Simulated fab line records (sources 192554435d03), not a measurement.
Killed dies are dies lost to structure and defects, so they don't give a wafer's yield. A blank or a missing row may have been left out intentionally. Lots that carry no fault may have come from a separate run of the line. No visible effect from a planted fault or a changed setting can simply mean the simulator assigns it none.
Comparing a struck lot with a sound one | flow n5 finfet | 16 steps out of a route of 1938
Sound: the wafers L887.1, L887.3, L887.4. The struck wafers were L889.2, L889.4, L889.6. At the end, the cause is stated.
Each step with rows lists, per side, the tool, then ch with its chambers, then its first start. Under that, the readings that differ: sound wafers | struck wafers | difference of the means | sigmas: that difference in standard deviations of wafers without a fault.
alike: readings whose means differ by less than 2 such deviations, and words and numbers that are the same on both sides. not compared: withheld readings, readings that some wafer has no value for, bounds like >300 that may hide the same value, and numbers for which the record gives no deviation and whose values overlap.
The two part at a step that has a row with sigmas, a row that says differs or no value, or rows on one side only. When numbers do not overlap yet have no deviation, they are printed without sigmas and do not part them. Lack of a reading on every wafer of one side parts them only where that side has two or more wafers.

first, 12 steps without rows for these wafers: N5_BEOL_M2_DESCUM_33 (chemistry O2, time 7 s); N5_BEOL_M2_ETCH_77 (etches underlayer in N2/H2, target depth 6.5 nm, time 5.2 s); N5_BEOL_M2_ETCH_69 (etches SiARC in CF4, target depth 15.6 nm, time 26 s); N5_BEOL_M2_ALD_98 (deposits SiO2, target thk 2.5 nm, pulse time 1 s, co reactant pulse time 1 s); N5_BEOL_M2_ETCHBACK_99 (etches SiO2 in CHF3, target depth 5 nm, time 10.4 s); N5_BEOL_M2_ETCH_70 (etches SOC in N2/H2, target depth 80 nm, overetch 24 nm, time 130 s); N5_BEOL_M2_STRIP_71 (strips in N2/H2); N5_BEOL_M2_STRIP_78 (strips in N2/H2); N5_BEOL_M2_VIA_ETCH_34 (etches the open film in C4F6/O2, target depth 69.4 nm, time 65.9 s); N5_BEOL_M2_STRIP_83 (strips in C4F6/O2); N5_BEOL_M2_STRIP_36 (strips in N2/H2); N5_BEOL_M2_TRENCH_ETCH_37 (etches SiOC in C4F6/O2, target depth 55.555 nm, time 29.2 s).
N5_BEOL_M2_ETCH_41: etches SiCN in CH3F/O2, target depth 29.9 nm, time 52.5 s.
  sound on rie diel-01 ch 0,2,3, day 10 04:34; struck on rie diel-01 ch 0,1,2, day 10 13:53
  no value came back on the struck wafers for any of 8 readings (CH3F_flow_sccm (sccm), O2_flow_sccm (sccm) and others); on the sound wafers CH3F_flow_sccm (sccm) reads 30.09 30.05 29.91
then, 1 step without rows for these wafers: N5_BEOL_M2_STRIP_97 (strips in N2/H2, time 10 s).
N5_BEOL_M4_RC_MEAS_101:
  the record has rows for the sound wafers here (prober-01 ch 0, day 11 02:31) and none for the struck ones
-- record jumps: 5 days separate the struck wafers' starts on either side; left off in module BEOL_M4, taken up again in module PASSIVATION, whose first shown step is the route's number 1936 --
N5_PASSIVATION_PROBE_49:
  sound: prober-01 at day 15 01:23; struck: prober-02 at day 15 19:37
  reading                  | sound          | struck         | difference | sigmas
  defect limited yield (%) | 92.5 91.9 91.6 | 0 0 0          | -92        | -66
  killed_at_M0_to_M3       | 20 32 24       | 1114 1107 1117 | +1087      | +99 or more
  killed dies              | 89 95 99       | 1180 1180 1180 | +1086      | +64
  killed on rim            | 18 14 20       | 152 152 152    | +135       | +34
  sort_bin_5_function (%)  | 4.7 4.7 4.7    | 96.8 95.3 97.3 | +91.8      | +99 or more
  sort n pass              | 1091 1085 1081 | 0 0 0          | -1086      | -64
  sort yield pct (%)       | 92.5 91.9 91.6 | 0 0 0          | -92        | -66
  alike: killed_at_M4_up, killed at contacts, killed at front end, killed at other, killed open, killed short, sort_bin_6_memory

WHERE THEY PART
Earliest at N5_BEOL_M2_ETCH_41; latest, in this record, at N5_PASSIVATION_PROBE_49.

WHY: what the simulator had put in
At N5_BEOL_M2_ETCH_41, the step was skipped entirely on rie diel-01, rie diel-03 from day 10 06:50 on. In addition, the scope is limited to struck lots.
